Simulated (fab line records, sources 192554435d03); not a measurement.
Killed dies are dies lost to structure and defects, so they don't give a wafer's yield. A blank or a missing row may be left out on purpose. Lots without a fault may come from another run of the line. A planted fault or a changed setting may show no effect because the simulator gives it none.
Split-lot experiment | flow n5_finfet | 7 lots, 21 wafers read, on a route of 1938 steps

THE SPLIT
At N5_MOL_CONTACT_COAG_ETCH_47 (etches SiNx in CH3F/O2, stops on W, target depth 27 nm), the setting source_w was moved away from the recipe's 395 W on 11 of the 21 wafers read, by -13.4% to -8.0%. The other wafers ran this setting at the recipe's value.

The reading is taken at the split's own step.

THE READING
rf_vpp_V, in V, at N5_MOL_CONTACT_COAG_ETCH_47 (etches SiNx in CH3F/O2, stops on W, target depth 27 nm). Fault-free wafers of this fab line usually give 298 V, standard deviation 4.4 V.

wafer  | tool, chamber at the split | source_w as run, W | against the recipe | rf_vpp_V, V | against lot-mates on the recipe
L079.3 | rie_diel-01, 1             | 395                | recipe             | 297         | -
L079.5 | rie_diel-01, 1             | 395                | recipe             | 295         | -
L079.6 | rie_diel-01, 0             | 351.4              | -11.0%             | 313         | +17
L081.2 | rie_diel-05, 1             | 354.7              | -10.2%             | 303         | no lot-mate on the recipe
L081.4 | rie_diel-05, 3             | 354.7              | -10.2%             | 319         | no lot-mate on the recipe
L081.6 | rie_diel-05, 1             | 354.7              | -10.2%             | 304         | no lot-mate on the recipe
L087.2 | rie_diel-03, 1             | 362.2              | -8.3%              | 307         | no lot-mate on the recipe
L087.3 | rie_diel-03, 2             | 362.2              | -8.3%              | 314         | no lot-mate on the recipe
L087.6 | rie_diel-03, 2             | 362.2              | -8.3%              | 312         | no lot-mate on the recipe
L090.1 | rie_diel-01, 3             | 343.5              | -13.0%             | 321         | +22
L090.2 | rie_diel-01, 1             | 395                | recipe             | 296         | -
L090.6 | rie_diel-01, 3             | 395                | recipe             | 303         | -
L091.1 | rie_diel-03, 2             | 395                | recipe             | 301         | -
L091.4 | rie_diel-03, 1             | 395                | recipe             | 295         | -
L091.5 | rie_diel-03, 1             | 395                | recipe             | 295         | -
L096.3 | rie_diel-05, 0             | 395                | recipe             | 299         | -
L096.5 | rie_diel-05, 2             | 395                | recipe             | 299         | -
L096.6 | rie_diel-05, 0             | 363.3              | -8.0%              | 309         | +10
L097.3 | rie_diel-03, 1             | 342                | -13.4%             | 317         | +12
L097.4 | rie_diel-03, 0             | 395                | recipe             | 305         | -
L097.5 | rie_diel-03, 0             | 342                | -13.4%             | 327         | +22

THE FIT
A straight line over all 21 wafers: rf_vpp_V changes by -1.48 V for each +1% of source_w; r = -0.86; the points scatter about the line by 4.9 V.
The same after taking each lot's own level away (the mean of its wafers on the recipe; 15 wafers): -1.4 V for each +1%; r = -0.94; scatter 3.1 V.
On that fit, the largest move of source_w shifts the reading by 19 V.
The lots' own levels span 296.0 to 305.0 V, that is 2.0 times the standard deviation above.
So the lot-to-lot level changes the slope little: the two slopes agree.
Check: with one of the wafers moved furthest among these (-13.4%) left out of the fit, the line predicts +21.1 V for it against its lot-mates. It came out at +12 V against them.
Tool readings at the split's step, against how far the setting was moved: etch_rf_on_time_s r = -0.88; rf_vpp_V r = -0.86.

THE WHOLE CHAIN: every reading that the file lists as answering this split, in the file's order
step                        | what it does                                           | reading                                                           | change (the file's fit)              | r (the file's)
N5_MOL_CONTACT_COAG_ETCH_47 | etches SiNx in CH3F/O2, stops on W, target depth 27 nm | etch_rf_on_time_s                                                 | withheld for each +1% of the setting | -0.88
N5_MOL_CONTACT_COAG_ETCH_47 | etches SiNx in CH3F/O2, stops on W, target depth 27 nm | rf_vpp_V                                                          | -1.48 V for each +1% of the setting  | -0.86
N5_MOL_CONTACT_COAG_ETCH_47 | etches SiNx in CH3F/O2, stops on W, target depth 27 nm | etch.t_clear_s (the simulator's own value, which no gauge read)   | -0.12 s for each +1% of the setting  | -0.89
N5_MOL_CONTACT_COAG_ETCH_47 | etches SiNx in CH3F/O2, stops on W, target depth 27 nm | etch.over_etch_s (the simulator's own value, which no gauge read) | -0.024 s for each +1% of the setting | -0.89

THE FILE'S OWN FIT
rf_vpp_V changes by -1.48 V for each +1% of source_w, r = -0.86.
